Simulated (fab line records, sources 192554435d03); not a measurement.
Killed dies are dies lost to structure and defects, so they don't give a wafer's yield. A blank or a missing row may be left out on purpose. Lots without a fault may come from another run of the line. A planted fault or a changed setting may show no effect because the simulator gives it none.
fab line records | flow n5_finfet
record lots=7 wafers=21
route steps=1938 shown BEOL_M5@1161 BEOL_M6@1194 BEOL_M7@1273 BEOL_M8@1348
start_h: hours from the record's first day to the start of the lot's first wafer shown | wait_h: hours since the lot's step before | " the same as in the row above | L1.1+2: a row that stands for several wafers | - no value, or no start given | * or withheld: withheld | < > ~ a bound
route shown NAME@n: a module of which the file shows steps, and the number in the route of the first | usual: mean/standard deviation of fault-free wafers | same: alike in all rows | chamber/n: place in a boat | sites: the reading at each site | _std_site: their standard deviation | _edge_site: outer sites' mean less inner sites' | radius_mm: how far each site lies from the wafer's centre | mask NAME#n: copy n | behind: the tool/chamber that last shaped the wafer | hold: why the lot was held/for how many hours/how that ended | device: the transistor (n, p or np) that didn't switch | end of line: the same wafers' tests at the end of the route | a step without rows: its recipe alone | killed: dies lost to structure and defects at the first sort, not the wafer's yield | map: a wafer's dies, x killed, . not, _ none there
set.NAME: the setting as run; set.NAME@STEP: as run at that earlier step | model.NAME: the simulator's own value behind a step, which no gauge read
lots whose settings were changed on purpose; a table a step, a row a wafer
## steps
# step N5_BEOL_M5_ETCH_41
# recipe chemistry=CH3F/O2 target=SiCN target_depth_a=315 taper_deg=2 time_s=56.7 ion_energy_ev=120 mask_material=TiN pressure_mtorr=30 source_w=395 bias_w=75 Ar_flow_sccm=150 CH3F_flow_sccm=30 O2_flow_sccm=20
# usual rf_vpp_V=297.6/1.3
# columns lot.wafer tool chamber start_h wait_h set.source_w rf_vpp_V
L082.2 rie_diel-01 0 - - 374.2 302.0
L082.3 " 1 " " 395 300.0
L082.5 " 3 " " 374.2 302.0
L083.4 rie_diel-02 0 - - 395 297.6
L083.5 " 1 " " 395 297.1
L083.6 " 2 " " 451 284.8
L084.2 rie_diel-01 0 - - 395 299.4
L084.4 " 1 " " 451 286.9
L084.5 " 3 " " 395 295.5
L085.2 rie_diel-01 1 - - 395 296.2
L085.3 " 3 " " 395 297.1
L085.5 " 1 " " 395 299.6
L088.1 rie_diel-01 2 - - 395 297.0
L088.2 " 3 " " 395 296.6
L088.5 " 1 " " 395 299.2
L093.1 rie_diel-06 0 - - 395 298.6
L093.3 " 1 " " 359.1 308.8
L093.4 " 2 " " 395 298.1
L096.1 rie_diel-02 0 - - 395 296.8
L096.3 " 2 " " 346.9 310.6
L096.4 " 3 " " 346.9 309.1
# step N5_BEOL_M5_STRIP_91
# recipe chemistry=N2/H2 time_s=10 power_w=450 temp_c=40 pressure_mtorr=20 rf_frequency_hz=6e+07 bias_power_w=7 n2_flow_sccm=200 h2_flow_sccm=200
# step N5_BEOL_M5_OCD_MEAS_38
# usual trench_depth_nm=71.6/1.7
# columns lot.wafer tool chamber start_h wait_h set.time_s@BEOL_M5_TRENCH_ETCH_37 trench_depth_nm
L082.2 ocd-02 - 217.99 - 24.7 74.0
L082.3 " - " " 29.33 83.7
L082.5 " - " " 29.33 84.2
L083.4 ocd-01 - 219.98 - 24.7 70.4
L083.5 " - " " 30.07 85.7
L083.6 " - " " 30.07 87.1
L084.2 ocd-01 - 233.79 - 24.7 73.4
L084.4 " - " " 27.99 78.3
L084.5 " - " " 24.7 69.9
L085.2 ocd-01 - 254.84 - 24.7 70.3
L085.3 " - " " 24.7 70.5
L085.5 " - " " 24.7 69.7
L088.1 ocd-02 - 273.71 - 24.7 70.3
L088.2 " - " " 24.7 69.2
L088.5 " - " " 24.7 69.1
L093.1 ocd-02 - 280.21 - 24.7 73.6
L093.3 " - " " 27.17 79.8
L093.4 " - " " 27.17 80.5
L096.1 ocd-01 - 304.83 - 24.7 70.1
L096.3 " - " " 21.67 64.6
L096.4 " - " " 24.7 73.0
# step N5_BEOL_M5_HM_STRIP_39
# recipe chemistry=peroxide_tin_strip material=TiN target_depth_a=250 temp_c=50 time_s=158
# step N5_BEOL_M5_SRD_40
# recipe time_s=30 temp_c=23 rinse_liquid=diw dry=ipa_marangoni
# step N5_BEOL_M5_ECD_50
# recipe material=Cu target_thk_a=3000
# step N5_BEOL_M5_ANNEAL_51
# recipe temp_c=225 time_s=90 ambient=N2
# step N5_BEOL_M5_CMP_52
# recipe stop_on=SiCOH_lowk t_overpolish_s=6.9 down_force_psi=1 platen_rpm=50 clearing_platen_down_force_psi=1.5 clearing_platen_rpm=50 post_cmp_clean=cu_alkaline target_thk_nm=62 clearing_platen_pad_velocity_m_s=0.99484 pad_velocity_m_s=0.99484
# columns lot.wafer tool chamber start_h wait_h set.time_s@BEOL_M5_TRENCH_ETCH_37 model.Cu_of_BEOL_M5_ECD_50.thk_nm
L082.3+5 cmp-01 3,2 223.97 0.2 29.33 74
L082.2 " 0 " " 24.7 63.6
L083.4 cmp-01 1 226.81 0.2 24.7 59.4
L083.5 " 0 " " 30.07 74.8
L083.6 " 1 " " 30.07 79
L084.2 cmp-01 3 240.02 0.2 24.7 63
L084.4 " 0 " " 27.99 66.4
L084.5 " 0 " " 24.7 57.4
L085.3 cmp-03 3 261.41 0.3 24.7 59.2
L085.2 " 2 " " 24.7 59.6
L085.5 " 3 " " 24.7 58.6
L088.2 cmp-03 0 280.11 0.2 24.7 58.6
L088.1 " 2 " " 24.7 60.8
L088.5 " 3 " " 24.7 57.2
L093.1 cmp-03 0 287.96 0.3 24.7 65
L093.3 " 1 " " 27.17 72.6
L093.4 " 2 " " 27.17 71.2
L096.4 cmp-02 3 312.15 0.1 24.7 63.8
L096.3 " 0 " " 21.67 56.4
L096.1 " 1 " " 24.7 61.2
# step N5_BEOL_M5_THK_MEAS_53
# recipe thk_meas_gauge=xrf reads=Cu_of_BEOL_M5_ECD_50
# usual M5_THK=63.6/2.5
# columns lot.wafer tool chamber start_h wait_h set.time_s@BEOL_M5_TRENCH_ETCH_37 M5_THK[nm]
L082.2 film_metro-02 - 224.19 - 24.7 65.1
L082.3 " - " " 29.33 75.5
L082.5 " - " " 29.33 75.6
L083.4 film_metro-01 - 227.07 - 24.7 60.6
L083.5 " - " " 30.07 76.4
L083.6 " - " " 30.07 81.0
L084.2 film_metro-02 - 240.32 - 24.7 64.4
L084.4 " - " " 27.99 68.4
L084.5 " - " " 24.7 58.6
L085.2 film_metro-02 - 261.70 - 24.7 61.3
L085.3 " - " " 24.7 61.3
L085.5 " - " " 24.7 60.4
L088.1 film_metro-02 - 280.37 - 24.7 62.1
L088.2 " - " " 24.7 59.4
L088.5 " - " " 24.7 58.5
L093.1 film_metro-01 - 288.26 - 24.7 66.7
L093.3 " - " " 27.17 74.8
L093.4 " - " " 27.17 73.2
L096.1 film_metro-02 - 312.45 - 24.7 62.2
L096.3 " - " " 21.67 57.2
L096.4 " - " " 24.7 64.9
# step N5_BEOL_M5_PRE_CLEAN_77
# recipe gas=NH3/H2 time_s=15 temp_c=* rf_power_w=300
# step N5_BEOL_M5_CO_CAP_78
# recipe material=Co target_thk_a=20 temp_c=200 precursor=CCTBA/H2 pressure_torr=30 time_s=102.1
# step N5_BEOL_M5_PRE_CLEAN_55
# recipe gas=NH3 time_s=15 temp_c=withheld rf_power_w=300
# step N5_BEOL_M5_DEP_56
# recipe material=SiCN target_thk_a=80 temp_c=withheld precursor=3MS/NH3 pressure_torr=3 rf_w=202 time_s=14
# step N5_BEOL_M5_RS_MEAS_57
# recipe thk_meas_gauge=four-point-probe reads=Co_of_BEOL_M5_CO_CAP_78+Cu_of_BEOL_M5_ECD_50+Co_of_BEOL_M5_CVD_47+TaN_of_BEOL_M5_ALD_86
# usual M5_RS=0.385/0.018
# columns lot.wafer tool chamber start_h wait_h set.time_s@BEOL_M5_TRENCH_ETCH_37 M5_RS[ohm/sq]
L082.2 film_metro-01 - 224.48 0.1 24.7 0.373
L082.3 " - " " 29.33 0.313
L082.5 " - " " 29.33 0.312
L083.4 film_metro-01 - 227.36 0.1 24.7 0.406
L083.5 " - " " 30.07 0.308
L083.6 " - " " 30.07 0.289
L084.2 film_metro-01 - 240.58 0.1 24.7 0.378
L084.4 " - " " 27.99 0.355
L084.5 " - " " 24.7 0.424
L085.2 film_metro-02 - 262.06 0.1 24.7 0.406
L085.3 " - " " 24.7 0.409
L085.5 " - " " 24.7 0.414
L088.1 film_metro-01 - 280.63 0.0 24.7 0.395
L088.2 " - " " 24.7 0.414
L088.5 " - " " 24.7 0.426
L093.1 film_metro-02 - 288.55 0.1 24.7 0.365
L093.3 " - " " 27.17 0.319
L093.4 " - " " 27.17 0.328
L096.1 film_metro-02 - 312.71 0.0 24.7 0.392
L096.3 " - " " 21.67 0.436
L096.4 " - " " 24.7 0.373
# step N5_BEOL_M6_ILD_DEP_00
# recipe material=SiCOH_lowk target_thk_a=1797.5 temp_c=300 precursor=DEMS/porogen pressure_torr=5 rf_w=500 time_s=33.4
# columns lot.wafer tool chamber start_h wait_h set.time_s model.SiCOH_lowk_of_BEOL_M6_ILD_DEP_00.thk_nm
L082.2 pecvd-02 2 224.54 0.0 31.64 169.8
L082.3 " 0 " " 31.64 168.8
L082.5 " 1 " " 33.4 179.8
L083.4 pecvd-02 1 227.44 0.1 29.21 160
L083.5 " 0 " " 33.4 182.6
L083.6 " 2 " " 29.21 161
L084.2 pecvd-04 2 240.64 0.0 33.4 179
L084.4 " 2 " " 33.4 183.4
L084.5 " 1 " " 33.4 179.4
L085.2 pecvd-02 1 262.12 0.0 33.4 175.6
L085.3 " 0 " " 33.4 175.2
L085.5 " 2 " " 33.4 182
L088.1 pecvd-01 1 280.69 0.0 33.4 180.2
L088.2 " 2 " " 33.4 174.4
L088.5 " 0 " " 33.4 182.2
L093.1 pecvd-02 0 288.61 0.0 33.4 179.6
L093.3 " 0 " " 38.33 209.2
L093.4 " 1 " " 33.4 181.8
L096.1 pecvd-01 1 312.77 0.0 37.45 202
L096.3 " 0 " " 33.4 178.4
L096.4 " 2 " " 33.4 177.2
# step N5_BEOL_M6_CURE_74
# recipe temp_c=385 time_s=240 ambient=He/Ar material=SiCOH_lowk
# columns lot.wafer tool chamber start_h wait_h set.time_s@BEOL_M6_ILD_DEP_00 model.SiCOH_lowk_of_BEOL_M6_ILD_DEP_00.thk_nm
L082.2 uv_cure-03 1 224.69 0.1 31.64 146.4
L082.3 " 1 " " 31.64 145.4
L082.5 " 1 " " 33.4 155
L083.4 uv_cure-01 2 227.83 0.4 29.21 137.8
L083.5 " 2 " " 33.4 157.6
L083.6 " 2 " " 29.21 138.6
L084.2 uv_cure-02 0 240.78 0.1 33.4 154.2
L084.4 " 0 " " 33.4 158.2
L084.5 " 0 " " 33.4 154.8
L085.2 uv_cure-01 0 262.26 0.1 33.4 151.4
L085.3 " 0 " " 33.4 151
L085.5 " 0 " " 33.4 157
L088.1 uv_cure-03 0 280.75 0.0 33.4 155.4
L088.2 " 0 " " 33.4 150.4
L088.5 " 0 " " 33.4 157
L093.1 uv_cure-01 0 288.70 0.1 33.4 155
L093.3 " 0 " " 38.33 180.6
L093.4 " 0 " " 33.4 156.8
L096.1 uv_cure-02 2 312.83 0.0 37.45 174.4
L096.3 " 2 " " 33.4 153.8
L096.4 " 2 " " 33.4 152.8
# step N5_BEOL_M6_THK_MEAS_01
# recipe reads=SiCOH_lowk_of_BEOL_M6_ILD_DEP_00
# usual M6_ILD_THK=154.9/2.2
# columns lot.wafer tool chamber start_h wait_h set.time_s@BEOL_M6_ILD_DEP_00 M6_ILD_THK[nm]
L082.2 film_metro-02 - 225.13 0.4 31.64 146.4
L082.3 " - " " 31.64 145.4
L082.5 " - " " 33.4 154.9
L083.4 film_metro-02 - 228.10 0.2 29.21 137.9
L083.5 " - " " 33.4 157.4
L083.6 " - " " 29.21 138.6
L084.2 film_metro-01 - 241.22 0.4 33.4 154.4
L084.4 " - " " 33.4 158.2
L084.5 " - " " 33.4 154.8
L085.2 film_metro-01 - 262.69 0.4 33.4 151.3
L085.3 " - " " 33.4 150.8
L085.5 " - " " 33.4 156.9
L088.1 film_metro-02 - 281.27 0.4 33.4 155.3
L088.2 " - " " 33.4 150.5
L088.5 " - " " 33.4 157.1
L093.1 film_metro-01 - 289.21 0.4 33.4 154.9
L093.3 " - " " 38.33 180.7
L093.4 " - " " 33.4 156.8
L096.1 film_metro-01 - 313.35 0.4 37.45 174.4
L096.3 " - " " 33.4 153.8
L096.4 " - " " 33.4 152.7
# step N5_BEOL_M6_HM_DEP_02
# recipe material=TiN target_thk_a=200 temp_c=25 chamber_pressure_pa=0.49996
# columns lot.wafer tool chamber start_h wait_h set.target_thk_a model.TiN_of_BEOL_M6_HM_DEP_02.thk_nm
L082.2+5 pvd_sputter-03 - 225.43 0.2 200 20.2
L082.3 " - " " 182.5 18.6
L083.4+5 pvd_sputter-01 - 228.91 0.7 200 19.8
L083.6 " - " " 200 20.4
L084.2+4 pvd_sputter-03 - 242.34 1.1 218.1 21.6
L084.5 " - " " 200 20
L085.2+5 pvd_sputter-02 - 264.09 1.3 200 20
L085.3 " - " " 200 19.6
L088.1 pvd_sputter-03 - 285.58 4.3 200 20
L088.2 " - " " 200 19.4
L088.5 " - " " 200 19.8
L093.1+4 pvd_sputter-02 - 289.90 0.6 200 19.8
L093.3 " - " " 211.2 21
L096.1+3 pvd_sputter-01 - 315.24 1.8 200 20.2
L096.4 " - " " 200 20.4
# step N5_BEOL_M6_COAT_59
# recipe resist=SOC temp_c=250 time_s=60 spin_rpm=1500 resist_thk_nm=100
# step N5_BEOL_M6_COAT_60
# recipe resist=SiARC temp_c=220 time_s=60 spin_rpm=1500 resist_thk_nm=35
# step N5_BEOL_M6_STRIP_68
# recipe chemistry=N2/H2 temp_c=40 n2_flow_sccm=200 h2_flow_sccm=200 rf_frequency_hz=6e+07
# step N5_BEOL_M6_STRIP_67
# recipe chemistry=CF4 resist=SiARC power_w=300 bias_power_w=75 pressure_mtorr=50 cf4_flow_sccm=150 rf_frequency_hz=6e+07
# step N5_BEOL_M6_HM_OPEN_17
# recipe chemistry=Cl2/BCl3 target_depth_a=200 overetch_a=60 target=TiN mask_material=SOC ion_energy_ev=150 pressure_mtorr=10 icp_w=1000 bias_w=126 Cl2_flow_sccm=53.25 bcl3_flow_sccm=21.75 Ar_flow_sccm=25
# columns lot.wafer tool chamber start_h wait_h set.target_thk_a@BEOL_M6_HM_DEP_02 model.etch.depth_nm
L082.2 rie_metal-02 1 226.31 0.1 200 20.14
L082.3 " 1 " " 182.5 18.64
L082.5 " 1 " " 200 20.29
L083.4 rie_metal-02 1 229.90 0.1 200 19.86
L083.5 " 1 " " 200 19.74
L083.6 " 1 " " 200 20.34
L084.2 rie_metal-01 1 243.32 0.0 218.1 21.54
L084.4 " 0 " " 218.1 21.6
L084.5 " 1 " " 200 19.94
L085.2 rie_metal-02 0 264.83 0.0 200 19.98
L085.3 " 1 " " 200 19.62
L085.5 " 1 " " 200 20
L088.1 rie_metal-01 1 286.33 0.0 200 20.04
L088.2 " 0 " " 200 19.33
L088.5 " 1 " " 200 19.77
L093.1 rie_metal-01 1 290.77 0.0 200 19.9
L093.3 " 1 " " 211.2 20.97
L093.4 " 0 " " 200 19.85
L096.1 rie_metal-02 0 315.99 0.0 200 20.25
L096.3 " 0 " " 200 20.23
L096.4 " 1 " " 200 20.34
# step N5_BEOL_M7_EXPOSE_08
# recipe mask_id=M7 na=1.35 source_shape=dipole sigma_inner=0.817 sigma_outer=0.97 polarization=te dose_mj=68.25
# columns lot.wafer tool chamber start_h wait_h mask set.dose_mj
L082.2+3 arfi_scanner-03 0 231.46 - M7#0 68.25
L082.5 " 0 " " M7#0 65.54
L083.4+5+6 arfi_scanner-03 0 236.23 - M7#0 68.25
L084.2+4 arfi_scanner-02 0 251.72 - M7#0 69.65
L084.5 " 0 " " M7#0 68.25
L085.2+3 arfi_scanner-01 0 273.69 - M7#0 68.25
L085.5 " 0 " " M7#0 71.56
L088.1+2+5 arfi_scanner-01 0 292.19 - M7#0 68.25
L093.1+3+4 arfi_scanner-01 0 295.71 - M7#0 68.25
L096.1+3+4 arfi_scanner-03 0 323.10 - M7#0 68.25
# step N5_BEOL_M7_PEB_09
# recipe peb_temp_c=withheld peb_time_s=60 resist=CAR-ArF
# step N5_BEOL_M7_DEVELOP_10
# recipe develop_time_s=30 developer=TMAH resist=CAR-ArF rinse_liquid=diw dry=air_spin dev_temp_c=23
# step N5_BEOL_M7_CD_MEAS_11
# recipe target_cd_nm=38.5 landing_energy_ev=500 detector=se_inlens polarity=opening
# usual cd_nm=38.0/0.58
# columns lot.wafer tool chamber start_h wait_h set.dose_mj@BEOL_M7_EXPOSE_08 cd_nm
L082.2 cd_sem-02 0 231.59 - 68.25 37.5
L082.3 " 0 " " 68.25 37.5
L082.5 " 0 " " 65.54 35.5
L083.4 cd_sem-02 0 236.34 - 68.25 37.7
L083.5 " 0 " " 68.25 38.3
L083.6 " 0 " " 68.25 38.1
L084.2 cd_sem-02 0 251.85 - 69.65 38.8
L084.4 " 0 " " 69.65 38.1
L084.5 " 0 " " 68.25 37.0
L085.2 cd_sem-02 0 273.81 - 68.25 38.8
L085.3 " 0 " " 68.25 38.1
L085.5 " 0 " " 71.56 40.5
L088.1 cd_sem-03 0 292.31 - 68.25 37.8
L088.2 " 0 " " 68.25 38.4
L088.5 " 0 " " 68.25 39.1
L093.1 cd_sem-03 0 295.83 - 68.25 37.1
L093.3 " 0 " " 68.25 37.5
L093.4 " 0 " " 68.25 37.6
L096.1 cd_sem-02 0 323.23 - 68.25 37.8
L096.3 " 0 " " 68.25 38.1
L096.4 " 0 " " 68.25 38.5
# step N5_BEOL_M7_DESCUM_16
# recipe chemistry=O2 time_s=7.9 source_power_w=50 bias_power_w=20 pressure_mtorr=20 rf_frequency_hz=2.712e+07 temp_c=40 resist=CAR-ArF o2_flow_sccm=225
# step N5_BEOL_M7_ETCH_61
# recipe chemistry=CF4 target=SiARC target_depth_a=455 mask_material=CAR-ArF time_s=75.8 ion_energy_ev=80 pressure_mtorr=40 source_w=545 bias_w=36 Ar_flow_sccm=100 cf4_flow_sccm=100 ends=cleared
# columns lot.wafer tool chamber start_h wait_h set.dose_mj@BEOL_M7_EXPOSE_08 model.BEOL_M7.cd_offset_nm
L082.2 rie_diel-02 3 231.71 0.0 68.25 -1
L082.3 " 0 " " 68.25 -0.8
L082.5 " 3 " " 65.54 -2.8
L083.4 rie_diel-02 3 236.46 0.0 68.25 -1
L083.5 " 0 " " 68.25 -0.2
L083.6 " 1 " " 68.25 -0.4
L084.2 rie_diel-06 1 251.97 0.0 69.65 -0.4
L084.4 " 3 " " 69.65 0.2
L084.5 " 0 " " 68.25 -0.8
L085.2 rie_diel-02 2 273.94 0.0 68.25 0.2
L085.3 " 1 " " 68.25 -0.4
L085.5 " 1 " " 71.56 2.2
L088.1 rie_diel-02 0 292.44 0.0 68.25 -0.4
L088.2+5 " 1,3 " " 68.25 0.2
L093.1+4 rie_diel-02 1,0 296.00 0.0 68.25 -1
L093.3 " 3 " " 68.25 -0.8
L096.1+3 rie_diel-06 3,1 323.59 0.0 68.25 -0.6
L096.4 " 2 " " 68.25 0
# step N5_BEOL_M8_DESCUM_16
# recipe chemistry=O2 time_s=7.9 source_power_w=50 bias_power_w=20 pressure_mtorr=20 rf_frequency_hz=2.712e+07 temp_c=40 resist=CAR-ArF o2_flow_sccm=225
# columns lot.wafer tool chamber start_h wait_h set.time_s model.CAR-ArF_of_BEOL_M8_COAT_05.thk_nm
L082.2+3+5 rie_diel-03 1,0,0 239.71 0.0 7.9 83.4
L083.4+6 rie_diel-05 0,2 243.35 0.2 7.9 84
L083.5 " 3 " " 7.9 83.8
L084.2 rie_diel-03 2 261.88 0.0 6.907 84.8
L084.4+5 " 3,1 " " 7.9 84.2
L085.2 rie_diel-05 0 286.15 0.0 7.9 83.6
L085.3 " 3 " " 9.363 82.6
L085.5 " 0 " " 7.9 83.8
L088.1 rie_diel-04 0 299.32 0.0 7.9 83.2
L088.2 " 3 " " 7.9 83.4
L088.5 " 3 " " 7.9 83.6
L093.1+3 rie_diel-04 2,1 302.34 0.1 7.9 84
L093.4 " 0 " " 7.9 83.8
L096.1+3 rie_diel-05 3,1 332.14 0.3 6.129 84.4
L096.4 " 2 " " 7.9 83.6
# step N5_BEOL_M8_ETCH_61
# recipe chemistry=CF4 target=SiARC target_depth_a=455 mask_material=CAR-ArF time_s=75.8 ion_energy_ev=80 pressure_mtorr=40 source_w=545 bias_w=36 Ar_flow_sccm=100 cf4_flow_sccm=100 ends=cleared
# columns lot.wafer tool chamber start_h wait_h set.time_s@BEOL_M8_DESCUM_16 model.CAR-ArF_of_BEOL_M8_COAT_05.thk_nm
L082.2+5 rie_diel-03 1,0 239.75 0.0 7.9 50.8
L082.3 " 0 " " 7.9 51
L083.4+6 rie_diel-05 0,2 243.38 0.0 7.9 51.4
L083.5 " 3 " " 7.9 51.2
L084.2 rie_diel-03 2 261.91 0.0 6.907 52.2
L084.4+5 " 3,1 " " 7.9 51.4
L085.2 rie_diel-05 0 286.19 0.0 7.9 50.8
L085.3 " 3 " " 9.363 50
L085.5 " 0 " " 7.9 51.2
L088.1+2 rie_diel-04 0,3 299.36 0.0 7.9 50.6
L088.5 " 3 " " 7.9 51
L093.1 rie_diel-04 2 302.38 0.0 7.9 51.4
L093.3 " 1 " " 7.9 51.6
L093.4 " 0 " " 7.9 51.2
L096.1 rie_diel-05 3 332.17 0.0 6.129 51.6
L096.3 " 1 " " 6.129 51.8
L096.4 " 2 " " 7.9 51
## key
split step=N5_BEOL_M5_ETCH_41 setting=source_w stated=395 by=wafer
response step=N5_BEOL_M5_ETCH_41 reading=rf_vpp_V change=-0.895 per=1% r=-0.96
split step=N5_BEOL_M6_ILD_DEP_00 setting=time_s stated=33.4 by=wafer
response step=N5_BEOL_M6_ILD_DEP_00 reading=model.SiCOH_lowk_of_BEOL_M6_ILD_DEP_00.thk_nm change=+1.9 per=1% r=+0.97
response step=N5_BEOL_M6_CURE_74 reading=model.SiCOH_lowk_of_BEOL_M6_ILD_DEP_00.thk_nm change=+1.66 per=1% r=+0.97
response step=N5_BEOL_M6_THK_MEAS_01 reading=M6_ILD_THK change=+1.66 per=1% r=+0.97
split step=N5_BEOL_M6_HM_DEP_02 setting=target_thk_a stated=200 by=wafer
response step=N5_BEOL_M6_HM_DEP_02 reading=model.TiN_of_BEOL_M6_HM_DEP_02.thk_nm change=+0.185 per=1% r=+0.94
response step=N5_BEOL_M6_HM_OPEN_17 reading=model.etch.depth_nm change=+0.183 per=1% r=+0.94
split step=N5_BEOL_M7_EXPOSE_08 setting=dose_mj stated=68.25 by=wafer
response step=N5_BEOL_M7_CD_MEAS_11 reading=cd_nm change=+0.486 per=1% r=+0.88
response step=N5_BEOL_M7_ETCH_61 reading=model.BEOL_M7.cd_offset_nm change=+0.463 per=1% r=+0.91
split step=N5_BEOL_M8_DESCUM_16 setting=time_s stated=7.9 by=wafer
response step=N5_BEOL_M8_DESCUM_16 reading=model.CAR-ArF_of_BEOL_M8_COAT_05.thk_nm change=-0.0457 per=1% r=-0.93
response step=N5_BEOL_M8_ETCH_61 reading=model.CAR-ArF_of_BEOL_M8_COAT_05.thk_nm change=-0.0441 per=1% r=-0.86
split outside_this_file step=N5_BEOL_M5_TRENCH_ETCH_37 setting=time_s
# split outside_this_file: this setting was split too, and the file shows its column; the key of that split is in another file
